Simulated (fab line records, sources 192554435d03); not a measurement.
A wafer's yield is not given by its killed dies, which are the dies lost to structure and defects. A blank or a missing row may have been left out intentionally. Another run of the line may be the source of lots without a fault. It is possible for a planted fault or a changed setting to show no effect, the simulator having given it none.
Chamber matching | flow n5_finfet | N5_MIM_BOT_ETCH_STRIP_01 on rie_diel-03 has 4 sister chambers
The step strips in O2. 4 wafers are shown with their chamber, then 7 later ones without.

EACH WAFER AND ITS CHAMBER
wafer  | chamber | showerhead_plenum_p_Torr (Torr)
L263.2 | 2       | 2.10
L261.1 | 1       | 2.03
L266.1 | 0       | 2.14
L266.4 | 3       | 2.03

WAFERS WHOSE CHAMBER IS MISSING
wafer  | showerhead_plenum_p_Torr (Torr)
L266.5 | 2.03
L273.1 | 2.03
L273.2 | 2.14
L273.4 | 2.10
L275.2 | 2.02
L275.5 | 2.10
L275.6 | 2.02

WHICH CHAMBER EACH ONE RAN IN
wafer  | from the rows above     | in truth
L266.5 | can't be placed: 1 or 3 | 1
L273.1 | can't be placed: 1 or 3 | 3
L273.2 | 0                       | 0
L273.4 | 2                       | 2
L275.2 | can't be placed: 1 or 3 | 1
L275.5 | 2                       | 2
L275.6 | can't be placed: 1 or 3 | 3
Correct placement for 3 of the 7. Cannot be placed on the basis of these rows: 4; the candidates contain the true chamber in 4. Wrongly placed: 0.
How it was worked out, from the rows above alone: a wafer's distance from a chamber is the root of the sum, over the readings, of the square of ((its reading less the chamber's mean) divided by the reading's scatter). If the next closest chamber is less than 2 further off than the closest, the wafer can't be placed; otherwise it belongs to the closest. Each chamber's mean is taken over the wafers shown for it. The scatter (one wafer shown for each chamber): square how far every hidden wafer sits from the nearest shown wafer, average those squares and take the square root.
